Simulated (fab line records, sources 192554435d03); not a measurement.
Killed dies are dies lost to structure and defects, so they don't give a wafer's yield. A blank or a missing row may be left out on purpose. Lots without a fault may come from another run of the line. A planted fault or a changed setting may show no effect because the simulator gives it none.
fab line records | flow n5_finfet
record lots=10 wafers=30 last_day=18
route steps=1938 shown FIN_SAQP@97 BEOL_M4@1111 PASSIVATION@1936
lots that met no fault: from a run of the same line without faults
start_h: hours from the record's first day to the start of the lot's first wafer shown | wait_h: hours since the lot's step before | " the same as in the row above | L1.1+2: a row that stands for several wafers | - no value, or no start given | * or withheld: withheld | < > ~ a bound
route shown NAME@n: a module of which the file shows steps, and the number in the route of the first | usual: mean/standard deviation of fault-free wafers | same: alike in all rows | chamber/n: place in a boat | sites: the reading at each site | _std_site: their standard deviation | _edge_site: outer sites' mean less inner sites' | radius_mm: how far each site lies from the wafer's centre | mask NAME#n: copy n | behind: the tool/chamber that last shaped the wafer | hold: why the lot was held/for how many hours/how that ended | device: the transistor (n, p or np) that didn't switch | end of line: the same wafers' tests at the end of the route | a step without rows: its recipe alone | killed: dies lost to structure and defects at the first sort, not the wafer's yield | map: a wafer's dies, x killed, . not, _ none there
set.NAME: the setting as run; set.NAME@STEP: as run at that earlier step | model.NAME: the simulator's own value behind a step, which no gauge read
steps of the route over a sample of lots; a table a step, a row a wafer
services: from which hour (start_h, from the record's first day; less than 0 if before it) a tool's chamber was out of use, for how many hours, and why
## steps
# step N5_FIN_SAQP_THK_MEAS_05
# usual thk_nm=38.1/0.57
# columns lot.wafer tool chamber start_h wait_h thk_nm
L109.1 film_metro-01 - 28.42 0.1 37.6
L109.4 " - " " 38.2
L109.5 " - " " 37.9
L110.2 film_metro-01 - 33.23 0.1 37.4
L110.3 " - " " 38.8
L110.6 " - " " 38.7
L113.1 film_metro-01 - 52.18 0.1 38.0
L113.3 " - " " 38.8
L113.5 " - " " 38.7
L114.2 film_metro-01 - 58.88 0.1 37.6
L114.3 " - " " 37.6
L114.4 " - " " 38.4
L116.2 film_metro-02 - 70.09 0.1 37.9
L116.3 " - " " 37.9
L116.6 " - " " 38.0
L119.2 film_metro-01 - 88.32 0.1 38.1
L119.5 " - " " 38.8
L119.6 " - " " 38.6
L125.4 film_metro-02 - 124.78 0.0 37.8
L125.5 " - " " 37.5
L125.6 " - " " 38.3
L126.1 film_metro-01 - 129.17 0.1 37.5
L126.2 " - " " 37.2
L126.4 " - " " 38.3
L128.1 film_metro-02 - 143.25 0.1 37.4
L128.3 " - " " 37.3
L128.6 " - " " 38.1
L129.2 film_metro-01 - 147.68 0.1 38.2
L129.4 " - " " 38.4
L129.5 " - " " 38.9
# step N5_FIN_SAQP_EXPOSE_13
# recipe mask_id=FIN_CORE na=1.35 source_shape=dipole sigma_inner=0.538 sigma_outer=0.738 polarization=te target_cd_nm=35.6 dose_mj=63.25
# usual focus_offset_nm=0.0/0.53
# columns lot.wafer tool chamber start_h wait_h mask focus_offset_nm
L109.1 arfi_scanner-02 0 28.86 - FIN_CORE#0 -0.4
L109.4 " 0 " " FIN_CORE#0 0.3
L109.5 " 0 " " FIN_CORE#0 -0.7
L110.2 arfi_scanner-02 0 33.68 - FIN_CORE#0 -0.1
L110.3 " 0 " " FIN_CORE#0 0.0
L110.6 " 0 " " FIN_CORE#0 0.0
L113.1 arfi_scanner-03 0 52.62 - FIN_CORE#0 -0.9
L113.3 " 0 " " FIN_CORE#0 -0.3
L113.5 " 0 " " FIN_CORE#0 0.0
L114.2 arfi_scanner-03 0 59.33 - FIN_CORE#0 0.7
L114.3 " 0 " " FIN_CORE#0 0.5
L114.4 " 0 " " FIN_CORE#0 0.1
L116.2 arfi_scanner-02 0 70.66 - FIN_CORE#0 -0.3
L116.3 " 0 " " FIN_CORE#0 -0.5
L116.6 " 0 " " FIN_CORE#0 -0.3
L119.2 arfi_scanner-03 0 88.89 - FIN_CORE#0 0.1
L119.5 " 0 " " FIN_CORE#0 0.6
L119.6 " 0 " " FIN_CORE#0 0.7
L125.4 arfi_scanner-03 0 125.36 - FIN_CORE#0 0.0
L125.5 " 0 " " FIN_CORE#0 0.1
L125.6 " 0 " " FIN_CORE#0 0.1
L126.1 arfi_scanner-03 0 129.61 - FIN_CORE#0 0.1
L126.2 " 0 " " FIN_CORE#0 0.7
L126.4 " 0 " " FIN_CORE#0 0.3
L128.1 arfi_scanner-02 0 143.68 - FIN_CORE#0 -0.7
L128.3 " 0 " " FIN_CORE#0 0.2
L128.6 " 0 " " FIN_CORE#0 -0.1
L129.2 arfi_scanner-02 0 148.13 - FIN_CORE#0 -0.5
L129.4 " 0 " " FIN_CORE#0 -1.0
L129.5 " 0 " " FIN_CORE#0 -0.5
# step N5_FIN_SAQP_CD_MEAS_16
# recipe target_cd_nm=35.6 landing_energy_ev=500 detector=se_inlens
# usual cd_nm=35.5/0.34
# columns lot.wafer tool chamber start_h wait_h cd_nm
L109.1 cd_sem-03 0 28.99 - 35.3
L109.4 " 0 " " 35.3
L109.5 " 0 " " 35.1
L110.2 cd_sem-03 0 33.80 - 35.2
L110.3 " 0 " " 35.2
L110.6 " 0 " " 35.7
L113.1 cd_sem-01 0 52.74 - 35.6
L113.3 " 0 " " 35.8
L113.5 " 0 " " 35.8
L114.2 cd_sem-02 0 59.45 - 35.4
L114.3 " 0 " " 35.1
L114.4 " 0 " " 35.4
L116.2 cd_sem-03 0 70.79 - 36.1
L116.3 " 0 " " 35.8
L116.6 " 0 " " 35.8
L119.2 cd_sem-03 0 89.01 - 35.3
L119.5 " 0 " " 35.6
L119.6 " 0 " " 35.0
L125.4 cd_sem-01 0 125.48 - 35.2
L125.5 " 0 " " 35.7
L125.6 " 0 " " 35.5
L126.1 cd_sem-02 0 129.73 - 35.0
L126.2 " 0 " " 35.7
L126.4 " 0 " " 35.5
L128.1 cd_sem-02 0 143.81 - 35.7
L128.3 " 0 " " 35.5
L128.6 " 0 " " 35.8
L129.2 cd_sem-02 0 148.25 - 36.2
L129.4 " 0 " " 36.0
L129.5 " 0 " " 36.4
# step N5_FIN_SAQP_OVL_MEAS_17
# recipe points_per_wafer=44
# usual FIN_CORE_OVL=0.2/0.74
# columns lot.wafer tool chamber start_h wait_h FIN_CORE_OVL[nm]
L109.1 overlay-01 0 29.03 0.0 -0.8
L109.4 " 0 " " -0.6
L109.5 " 0 " " -0.6
L110.2 overlay-02 0 33.84 0.0 -1.0
L110.3 " 0 " " -0.3
L110.6 " 0 " " 0.5
L113.1 overlay-01 0 52.78 0.0 0.3
L113.3 " 0 " " -1.1
L113.5 " 0 " " -0.7
L114.2 overlay-01 0 59.49 0.0 1.2
L114.3 " 0 " " -0.1
L114.4 " 0 " " -0.6
L116.2 overlay-01 0 70.82 0.0 0.2
L116.3 " 0 " " 0.1
L116.6 " 0 " " 1.1
L119.2 overlay-01 0 89.05 0.0 -0.2
L119.5 " 0 " " 0.5
L119.6 " 0 " " 0.3
L125.4 overlay-01 0 125.51 0.0 18.1
L125.5 " 0 " " 18.2
L125.6 " 0 " " 17.0
L126.1 overlay-01 0 129.77 0.0 17.6
L126.2 " 0 " " 18.7
L126.4 " 0 " " 18.0
L128.1 overlay-02 0 143.85 0.0 1.4
L128.3 " 0 " " 2.2
L128.6 " 0 " " 0.6
L129.2 overlay-01 0 148.29 0.0 -0.3
L129.4 " 0 " " 0.2
L129.5 " 0 " " 0.9
# step N5_FIN_SAQP_SPACER1_ALD_24
# recipe material=SiO2 target_thk_a=203 temp_c=300 ald_precursor_family=BDEAS ald_co_reactant=O2-plasma pulse_time_s=1 purge_time_s=2 co_reactant_purge_time_s=2 ald_cycles=218 pressure_torr=2
# usual heater_power_w=477/59 precursor_pulse_height_rel=1.001/0.02
# same purge_time_s=2
# columns lot.wafer tool chamber start_h wait_h heater_power_w precursor_pulse_height_rel
L109.1 ald_sin-04 0 30.18 0.3 506 0.997
L109.4 " 1 " " 418 0.989
L109.5 " 2 " " 575 1.024
L110.2 ald_sin-02 3 35.22 0.3 416 0.980
L110.3 " 1 " " 413 0.989
L110.6 " 1 " " 417 0.988
L113.1 ald_sin-01 3 55.03 1.1 443 0.994
L113.3 " 2 " " 528 1.022
L113.5 " 0 " " 453 0.978
L114.2 ald_sin-04 1 60.79 0.3 431 1.005
L114.3 " 3 " " 554 1.016
L114.4 " 2 " " 563 1.039
L116.2 ald_sin-02 2 72.06 0.3 496 1.026
L116.3 " 0 " " 440 0.991
L116.6 " 2 " " 485 0.993
L119.2 ald_sin-01 0 91.12 1.2 467 0.997
L119.5 " 1 " " 394 1.027
L119.6 " 0 " " 479 0.994
L125.4 ald_sin-02 0 126.78 0.1 432 0.984
L125.5 " 3 " " 433 0.995
L125.6 " 0 " " 452 1.022
L126.1 ald_sin-01 2 130.92 0.3 536 0.997
L126.2 " 3 " " 442 1.025
L126.4 " 1 " " 394 0.998
L128.1 ald_sin-04 3 145.38 0.3 562 0.976
L128.3 " 2 " " 576 0.971
L128.6 " 1 " " 420 1.007
L129.2 ald_sin-02 1 149.69 0.3 413 0.963
L129.4 " 3 " " 423 0.997
L129.5 " 0 " " 454 1.014
# step N5_BEOL_M4_RC_MEAS_101
# usual DIBL_N=35.9/1.4 DIBL_P=35.9/1.7 IOFF_N=0.160/0.026 IOFF_P=0.21/0.036 ION_N=672/11 ION_P=461/8.1 SS_N=71.4/0.54 SS_P=73.2/0.67 VT_N=249.3/2.7 VT_P=-250/3.9
# columns lot.wafer tool chamber start_h wait_h DIBL_N[mV/V] DIBL_P[mV/V] IOFF_N[nA/um] IOFF_P[nA/um] ION_N[uA/um] ION_P[uA/um] SS_N[mV/dec] SS_P[mV/dec] VT_N[mV] VT_P[mV]
L109.1 prober-01 0 172.90 0.0 34.3 33.6 0.129 0.19 660 462 71.6 72.8 250.5 -248
L109.4 " 0 " " 38.8 39.7 0.233 0.29 687 468 72.8 74.8 243.2 -244
L109.5 " 0 " " 36.5 35.2 0.155 0.22 672 457 72.1 73.3 251.0 -247
L110.2 prober-01 0 192.44 0.2 34.8 34.6 0.127 0.20 660 460 71.4 71.7 253.8 -248
L110.3 " 0 " " 36.4 37.3 0.172 0.26 683 474 71.5 73.3 250.2 -246
L110.6 " 0 " " 32.5 32.9 0.114 0.19 669 470 70.7 72.3 250.5 -247
L114.2 prober-01 0 197.59 0.2 35.8 37.4 0.168 0.24 689 473 71.4 73.3 248.0 -249
L114.3 " 0 " " 37.2 38.3 0.183 0.24 681 463 71.7 73.6 246.9 -247
L114.4 " 0 " " 35.4 36.6 0.158 0.21 666 459 70.7 73.8 249.3 -252
L113.1 prober-01 0 206.52 0.0 37.4 35.6 0.178 0.20 674 456 71.8 73.3 247.8 -255
L113.3 " 0 " " 37.1 36.0 0.178 0.21 686 458 71.6 73.6 249.2 -253
L113.5 " 0 " " 35.0 33.4 0.136 0.16 664 448 71.7 72.4 253.0 -255
L116.2 prober-02 0 222.69 0.2 36.4 37.4 0.167 0.19 688 457 70.5 74.0 249.1 -254
L116.3 " 0 " " 34.8 35.2 0.132 0.16 673 456 71.3 73.0 249.8 -256
L116.6 " 0 " " 36.5 36.9 0.172 0.20 679 463 70.6 73.3 248.2 -251
L119.2 prober-01 0 232.21 0.2 35.7 36.3 0.153 0.19 676 455 70.7 74.0 248.6 -255
L119.5 " 0 " " 32.5 31.9 0.104 0.14 658 448 70.6 72.7 258.3 -257
L119.6 " 0 " " 36.7 37.0 0.161 0.20 663 452 71.4 74.8 250.6 -255
L125.4 prober-02 0 261.40 0.5 37.7 38.0 0.194 0.29 690 478 71.5 73.4 245.4 -244
L125.5 " 0 " " 38.6 38.5 0.223 0.30 675 467 71.7 74.1 243.9 -244
L125.6 " 0 " " 36.4 36.7 0.178 0.26 681 474 71.2 72.9 244.9 -244
L126.1 prober-01 0 276.40 0.0 37.8 38.4 0.207 0.23 679 458 72.8 73.4 246.9 -248
L126.2 " 0 " " 34.7 34.8 0.137 0.18 658 456 71.4 72.3 250.4 -252
L126.4 " 0 " " 37.3 38.4 0.178 0.23 672 459 72.2 74.3 245.6 -248
L129.2 prober-02 0 291.75 0.2 40.2 39.1 0.228 0.27 677 468 72.5 74.4 246.0 -248
L129.4 " 0 " " 35.4 34.9 0.132 0.19 672 462 70.7 72.5 252.0 -254
L129.5 " 0 " " 37.4 37.0 0.165 0.22 682 465 71.2 73.3 247.7 -249
L128.1 prober-02 0 309.35 0.0 36.1 34.4 0.142 0.15 664 450 70.9 72.8 249.5 -258
L128.3 " 0 " " 37.1 36.0 0.142 0.17 643 441 71.9 73.1 253.3 -254
L128.6 " 0 " " 37.0 36.6 0.158 0.18 674 450 71.8 73.2 248.2 -255
# step N5_PASSIVATION_PROBE_49
# usual defect_limited_yield=90.9/1.5 killed_at_M0_to_M3=35/10 killed_at_M4_up=14/5.2 killed_at_contacts=13/7.3 killed_at_front_end=42/12 killed_at_other=3.4/2.5 killed_dies=108/18 killed_open=70/13 killed_short=35/8 sort_bin_4_leakage=0.00/0.007 sort_bin_5_function=5.4/1 sort_bin_6_memory=3.4/0.71 sort_n_pass=1072/18 sort_yield_pct=90.9/1.5
# same gross_dies=1180 killed_at_back_side=0 sort_bin_8_speed[%]=0
# columns lot.wafer tool chamber start_h wait_h defect_limited_yield[%] killed_at_M0_to_M3 killed_at_M4_up killed_at_contacts killed_at_front_end killed_at_other killed_dies killed_open killed_short sort_bin_4_leakage[%] sort_bin_5_function[%] sort_bin_6_memory[%] sort_n_pass sort_yield_pct[%]
L109.1 prober-01 - 272.13 0.0 91.6 34 13 16 31 5 99 52 43 0 4.5 3.6 1081 91.6
L109.4 prober-01 - 272.28 0.2 90.9 43 9 14 39 2 107 58 41 0.08 4.7 3.6 1072 90.8
L109.5 prober-01 - 272.33 0.2 92.6 27 11 7 34 8 87 55 28 0 4.3 2.5 1093 92.6
L110.2 prober-01 - 294.16 0.1 92.0 38 13 6 28 9 94 58 28 0 4.9 2.5 1086 92.0
L110.3 prober-01 - 294.21 0.1 92.2 38 13 18 22 1 92 60 28 0 4.5 3.1 1088 92.2
L110.6 prober-01 - 294.36 0.3 92.5 32 11 19 25 2 89 58 29 0 4.1 2.9 1091 92.5
L114.2 prober-01 - 299.93 0.1 92.5 46 9 9 21 3 88 45 41 0 4.4 2.5 1092 92.5
L114.3 prober-01 - 299.98 0.1 91.3 49 14 10 29 1 103 65 38 0 4.7 3.6 1077 91.3
L114.4 prober-01 - 300.03 0.2 92.6 48 13 4 20 2 87 54 32 0 4.3 2.8 1093 92.6
L113.1 prober-02 - 303.40 0.0 92.1 29 11 19 31 3 93 57 34 0 4.2 3.5 1087 92.1
L113.3 prober-02 - 303.50 0.1 92.0 22 22 9 37 4 94 54 36 0 5.4 2.2 1086 92.0
L113.5 prober-02 - 303.60 0.2 90.6 24 16 22 45 4 111 82 26 0 5.3 3.9 1069 90.6
L116.2 prober-02 - 325.42 0.1 91.4 42 11 16 31 2 102 57 44 0 4.9 3.5 1078 91.4
L116.3 prober-02 - 325.47 0.1 87.8 58 22 26 34 4 144 93 47 0 7.9 4.2 1036 87.8
L116.6 prober-02 - 325.62 0.3 90.3 42 8 11 46 8 115 66 49 0 6.1 3.2 1065 90.3
L119.2 prober-02 - 341.37 0.1 90.0 38 20 12 43 5 118 80 37 0 5.6 4.0 1062 90.0
L119.5 prober-02 - 341.52 0.2 91.3 24 12 5 60 2 103 74 27 0 4.5 3.7 1077 91.3
L119.6 prober-02 - 341.57 0.3 92.0 29 23 7 34 1 94 63 26 0 5.3 2.5 1086 92.0
L125.4 prober-02 - 367.17 0.2 91.4 31 10 18 42 0 101 63 36 0 4.8 3.6 1079 91.4
L125.5 prober-02 - 367.22 0.2 90.7 55 16 5 34 0 110 62 45 0 6.2 2.7 1070 90.7
L125.6 prober-02 - 367.27 0.3 91.5 32 17 8 39 4 100 73 26 0 5.2 3.1 1080 91.5
L126.1 prober-02 - 381.99 0.0 91.2 33 11 10 44 6 104 81 22 0 5.3 3.1 1076 91.2
L126.2 prober-02 - 382.04 0.1 92.9 32 10 14 26 2 84 58 25 0 4.6 2.5 1096 92.9
L126.4 prober-02 - 382.14 0.2 91.4 30 20 10 40 2 102 62 38 0 5.3 3.2 1078 91.4
L129.2 prober-01 - 404.13 0.1 92.3 22 9 13 45 2 91 64 26 0 4.1 3.3 1089 92.3
L129.4 prober-01 - 404.23 0.2 93.9 18 14 18 21 1 72 47 23 0 3.5 2.5 1108 93.9
L129.5 prober-01 - 404.28 0.2 90.5 24 13 26 48 1 112 70 39 0 5.2 4.0 1068 90.5
L128.1 prober-01 - 425.81 0.0 88.6 41 23 13 55 2 134 85 45 0 5.6 5.1 1046 88.6
L128.3 prober-01 - 425.91 0.1 88.1 55 18 9 57 1 140 103 34 0 7.6 3.9 1040 88.1
L128.6 prober-01 - 426.06 0.3 87.5 38 18 12 78 1 147 90 55 0 7.5 4.7 1033 87.5
# killed by level:class
L109.1 BEOL_M0_SAQP:geometric_particle:short=12 MOL_CONTACT_COAG:geometric_particle:open=10 DUMMY_GATE:geometric_particle:open=9 BEOL_M1:geometric_particle:open=6 FIN_SAQP:geometric_particle:short=5 MOL_CONTACT_COAG:geometric_particle:short=5 BEOL_M4:geometric_particle:open=5 STARTING-WAFER:geometric_particle:short=5
L109.4 BEOL_M1:geometric_particle:open=12 MOL_CONTACT_COAG:geometric_particle:open=11 BEOL_M0_SAQP:geometric_particle:short=10 FIN_SAQP:geometric_particle:short=9 BEOL_M1:geometric_particle:short=7 BEOL_M0_SAQP:geometric_particle:open=6 BEOL_M2:geometric_particle:open=5 HKMG_FIN:area_etch=5
L109.5 GATE_CUT:geometric_particle:open=9 BEOL_M0_SAQP:geometric_particle:open=7 BEOL_M0:geometric_particle:open=7 GATE_CUT:geometric_particle:short=6 MOL_CONTACT_COAG:geometric_particle:open=6 STI_FIN_REVEAL:geometric_particle:open=5 BEOL_M0_SAQP:geometric_particle:short=3 BEOL_M1:geometric_particle:open=3
L110.2 BEOL_M0_SAQP:geometric_particle:open=9 STI_FIN_REVEAL:geometric_particle:open=7 BEOL_M3:geometric_particle:open=6 PASS1_CAP:geometric_particle:short=6 FIN_SAQP:geometric_particle:open=5 MOL_CONTACT_COAG:geometric_particle:open=5 BEOL_M0:geometric_particle:open=5 BEOL_M1:geometric_particle:open=4
L110.3 MOL_CONTACT_COAG:geometric_particle:open=13 BEOL_M1:geometric_particle:open=9 FIN_SAQP:geometric_particle:open=6 BEOL_M1:geometric_particle:short=5 BEOL_M3:geometric_particle:open=5 MOL_CONTACT_COAG:geometric_particle:short=4 BEOL_M0_SAQP:geometric_particle:short=4 BEOL_M0:geometric_particle:open=4
L110.6 MOL_CONTACT_COAG:geometric_particle:open=17 BEOL_M3:geometric_particle:open=11 FIN_SAQP:geometric_particle:open=9 BEOL_M1:geometric_particle:open=5 BEOL_M0_SAQP:geometric_particle:short=4 BEOL_M1:geometric_particle:short=4 BEOL_M4:geometric_particle:open=4 FIN_SAQP:geometric_particle:short=3
L114.2 BEOL_M0_SAQP:geometric_particle:short=16 BEOL_M0_SAQP:geometric_particle:open=11 FIN_SAQP:geometric_particle:short=6 MOL_CONTACT_COAG:geometric_particle:open=6 BEOL_M3:geometric_particle:open=6 FIN_SAQP:geometric_particle:open=3 STI_FIN_REVEAL:geometric_particle:open=3 BEOL_M4:geometric_particle:open=3
L114.3 BEOL_M0_SAQP:geometric_particle:open=15 BEOL_M0_SAQP:geometric_particle:short=12 BEOL_M2:geometric_particle:open=11 BEOL_M5:geometric_particle:open=7 STI_FIN_REVEAL:geometric_particle:open=6 MOL_CONTACT_COAG:geometric_particle:short=5 MOL_CONTACT_COAG:geometric_particle:open=5 FIN_SAQP:geometric_particle:short=4
L114.4 BEOL_M0_SAQP:geometric_particle:short=13 BEOL_M0_SAQP:geometric_particle:open=10 BEOL_M4:geometric_particle:open=7 BEOL_M1:geometric_particle:open=6 BEOL_M3:geometric_particle:open=6 STARTING-WAFER:geometric_particle:open=6 BEOL_M3:geometric_particle:short=5 DUMMY_GATE:geometric_particle:open=4
L113.1 MOL_CONTACT_COAG:geometric_particle:open=16 FIN_SAQP:geometric_particle:open=9 BEOL_M0_SAQP:geometric_particle:short=9 FIN_SAQP:geometric_particle:short=7 STI_FIN_REVEAL:geometric_particle:open=5 BEOL_M2:geometric_particle:open=5 GATE_CUT:geometric_particle:short=4 BEOL_M0_SAQP:geometric_particle:open=4
L113.3 STI_FIN_REVEAL:geometric_particle:open=12 BEOL_M0_SAQP:geometric_particle:short=8 BEOL_M4:geometric_particle:open=6 BEOL_M5:geometric_particle:short=6 MOL_CONTACT_COAG:geometric_particle:open=6 BEOL_M0_SAQP:geometric_particle:open=6 FIN_SAQP:geometric_particle:open=4 FIN_SAQP:geometric_particle:short=4
L113.5 MOL_CONTACT_COAG:geometric_particle:open=20 FIN_SAQP:geometric_particle:open=15 STI_FIN_REVEAL:geometric_particle:open=13 BEOL_M0_SAQP:geometric_particle:open=9 FIN_SAQP:geometric_particle:short=5 BEOL_M0_SAQP:geometric_particle:short=4 BEOL_M1:geometric_particle:short=4 BEOL_M5:geometric_particle:open=4
L116.2 FIN_SAQP:geometric_particle:short=17 MOL_CONTACT_COAG:geometric_particle:open=12 BEOL_M0_SAQP:geometric_particle:open=12 BEOL_M0_SAQP:geometric_particle:short=9 FIN_SAQP:geometric_particle:open=7 BEOL_M1:geometric_particle:open=6 BEOL_M4:geometric_particle:open=6 BEOL_M2:geometric_particle:open=5
L116.3 MOL_CONTACT_COAG:geometric_particle:open=19 FIN_SAQP:geometric_particle:short=13 BEOL_M1:geometric_particle:open=13 BEOL_M4:geometric_particle:open=10 BEOL_M0_SAQP:geometric_particle:short=9 BEOL_M0_SAQP:geometric_particle:open=8 BEOL_M3:geometric_particle:open=8 MOL_CONTACT_COAG:geometric_particle:short=7
L116.6 FIN_SAQP:geometric_particle:short=14 FIN_SAQP:geometric_particle:open=11 BEOL_M0_SAQP:geometric_particle:short=11 BEOL_M3:geometric_particle:open=10 MOL_CONTACT_COAG:geometric_particle:open=8 BEOL_M0_SAQP:geometric_particle:open=6 BEOL_M1:geometric_particle:open=5 BEOL_M5:geometric_particle:open=4
L119.2 BEOL_M4:geometric_particle:open=13 STI_FIN_REVEAL:geometric_particle:open=12 BEOL_M2:geometric_particle:open=10 BEOL_M3:geometric_particle:open=10 FIN_SAQP:geometric_particle:open=9 MOL_CONTACT_COAG:geometric_particle:open=7 BEOL_M0_SAQP:geometric_particle:short=7 MOL_CONTACT_COAG:geometric_particle:short=5
L119.5 FIN_SAQP:geometric_particle:open=14 DUMMY_GATE:geometric_particle:open=10 STI_FIN_REVEAL:geometric_particle:open=7 BEOL_M3:geometric_particle:open=7 BEOL_M4:geometric_particle:open=5 FIN_SAQP:geometric_particle:short=4 ILD0:geometric_particle:open=4 MOL_CONTACT_COAG:geometric_particle:open=4
L119.6 BEOL_M1:geometric_particle:open=8 MOL_CONTACT_COAG:geometric_particle:open=7 BEOL_M4:geometric_particle:open=7 BEOL_M3:geometric_particle:open=6 FIN_SAQP:geometric_particle:open=4 GATE_CUT:geometric_particle:short=4 BEOL_M0:geometric_particle:open=4 BEOL_M2:geometric_particle:open=4
L125.4 FIN_SAQP:geometric_particle:open=15 MOL_CONTACT_COAG:geometric_particle:open=13 BEOL_M0_SAQP:geometric_particle:short=8 BEOL_M0_SAQP:geometric_particle:open=8 FIN_SAQP:geometric_particle:short=5 DUMMY_GATE:geometric_particle:open=5 MOL_CONTACT_COAG:geometric_particle:short=5 BEOL_M2:geometric_particle:short=5
L125.5 BEOL_M0_SAQP:geometric_particle:open=15 BEOL_M0_SAQP:geometric_particle:short=11 FIN_SAQP:geometric_particle:short=8 BEOL_M2:geometric_particle:open=8 BEOL_M0:geometric_particle:open=7 DUMMY_GATE:geometric_particle:open=6 DUMMY_GATE:geometric_particle:short=5 BEOL_M2:geometric_particle:short=5
L125.6 FIN_SAQP:geometric_particle:open=15 BEOL_M2:geometric_particle:open=9 BEOL_M4:geometric_particle:open=7 MOL_CONTACT_COAG:geometric_particle:open=6 BEOL_M0:geometric_particle:open=6 STARTING-WAFER:geometric_particle:open=6 FIN_SAQP:geometric_particle:short=5 BEOL_M0_SAQP:geometric_particle:short=5
L126.1 FIN_SAQP:geometric_particle:open=10 MOL_CONTACT_COAG:geometric_particle:open=10 BEOL_M1:geometric_particle:open=9 STI_FIN_REVEAL:geometric_particle:open=8 DUMMY_GATE:geometric_particle:open=6 GATE_CUT:geometric_particle:short=6 BEOL_M0_SAQP:geometric_particle:open=6 BEOL_M2:geometric_particle:open=5
L126.2 MOL_CONTACT_COAG:geometric_particle:open=11 BEOL_M2:geometric_particle:open=8 BEOL_M3:geometric_particle:open=7 FIN_SAQP:geometric_particle:short=5 GATE_CUT:geometric_particle:open=5 BEOL_M0:geometric_particle:open=5 BEOL_M4:geometric_particle:open=5 BEOL_M1:geometric_particle:open=4
L126.4 MOL_CONTACT_COAG:geometric_particle:open=8 GATE_CUT:geometric_particle:short=7 BEOL_M5:geometric_particle:open=6 FIN_SAQP:geometric_particle:short=5 STI_FIN_REVEAL:geometric_particle:open=5 DUMMY_GATE:geometric_particle:open=5 STARTING-WAFER:geometric_particle:short=5 BEOL_M1:geometric_particle:open=4
L129.2 MOL_CONTACT_COAG:geometric_particle:open=11 FIN_SAQP:geometric_particle:open=8 GATE_CUT:geometric_particle:short=7 STI_FIN_REVEAL:geometric_particle:open=6 BEOL_M0_SAQP:geometric_particle:open=6 BEOL_M3:geometric_particle:open=6 ILD0:geometric_particle:open=5 GATE_CUT:geometric_particle:open=5
L129.4 MOL_CONTACT_COAG:geometric_particle:open=12 MOL_CONTACT_COAG:geometric_particle:short=6 STI_FIN_REVEAL:geometric_particle:open=5 BEOL_M2:geometric_particle:open=4 BEOL_M4:geometric_particle:open=4 FIN_SAQP:geometric_particle:short=3 BEOL_M8:geometric_particle:open=3 BEOL_M1:geometric_particle:open=3
L129.5 MOL_CONTACT_COAG:geometric_particle:open=17 STI_FIN_REVEAL:geometric_particle:open=14 MOL_CONTACT_COAG:geometric_particle:short=9 BEOL_M3:geometric_particle:open=9 FIN_SAQP:geometric_particle:short=6 BEOL_M2:geometric_particle:open=6 FIN_SAQP:geometric_particle:open=5 DUMMY_GATE:geometric_particle:short=5
L128.1 FIN_SAQP:geometric_particle:short=11 FIN_SAQP:geometric_particle:open=11 MOL_CONTACT_COAG:geometric_particle:open=11 STI_FIN_REVEAL:geometric_particle:open=10 BEOL_M4:geometric_particle:open=10 GATE_CUT:geometric_particle:short=8 BEOL_M2:geometric_particle:open=7 BEOL_M0_SAQP:geometric_particle:open=6
L128.3 BEOL_M2:geometric_particle:open=20 STI_FIN_REVEAL:geometric_particle:open=18 FIN_SAQP:geometric_particle:open=10 BEOL_M4:geometric_particle:open=10 BEOL_M0:geometric_particle:open=7 MOL_CONTACT_COAG:geometric_particle:open=7 BEOL_M3:geometric_particle:open=6 GATE_CUT:geometric_particle:short=6
L128.6 STI_FIN_REVEAL:geometric_particle:open=20 FIN_SAQP:geometric_particle:open=14 GATE_CUT:geometric_particle:short=14 BEOL_M2:geometric_particle:open=9 BEOL_M4:geometric_particle:open=9 FIN_SAQP:geometric_particle:short=8 MOL_CONTACT_COAG:geometric_particle:open=8 BEOL_M0_SAQP:geometric_particle:short=7
## services
# columns tool chamber start_h hours kind
ald_sin-01 0 8.54 2.8 repair
arfi_scanner-03 - 8.64 28.4 repair
ald_sin-02 - 44.44 6.1 pm
ald_sin-02 - 52.11 6.0 pm
arfi_scanner-03 - 57.77 1.3 pm
arfi_scanner-03 - 62.25 0.8 pm
ald_sin-04 1 63.88 16.2 repair
ald_sin-02 2 64.17 2.7 repair
arfi_scanner-02 - 83.82 1.3 repair
ald_sin-02 - 85.25 14.0 pm
ald_sin-02 0 85.25 14.0 vent_cycle
ald_sin-02 1 85.25 14.0 vent_cycle
ald_sin-01 - 93.35 1.7 repair
arfi_scanner-02 - 95.76 1.0 pm
arfi_scanner-03 - 96.76 1.0 pm
arfi_scanner-03 - 99.51 9.5 repair
arfi_scanner-02 - 101.78 0.6 repair
arfi_scanner-03 - 109.04 1.0 pm
ald_sin-02 - 113.32 0.2 repair
arfi_scanner-03 0 116.89 - calibration
arfi_scanner-02 - 122.21 1.0 pm
arfi_scanner-02 - 124.08 1.3 pm
arfi_scanner-02 - 129.55 0.8 pm
arfi_scanner-02 0 130.46 - calibration
## key
first_sign step=N5_FIN_SAQP_OVL_MEAS_17 reading=FIN_CORE_OVL direction=up sigmas=24 usual=0.2 struck=17.9
effect none on later readings
met_at N5_FIN_SAQP_EXPOSE_13
struck_lots L125,L126
not_acting_at N5_FIN_SAQP_THK_MEAS_05,N5_FIN_SAQP_CD_MEAS_16,N5_FIN_SAQP_SPACER1_ALD_24
onset_between 88.89 125.36
fault kind=scanner_matching_overlay tool=arfi_scanner-03 chamber=- onset_h=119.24 steps=N5_FIN_SAQP_EXPOSE_13 offset=17.737
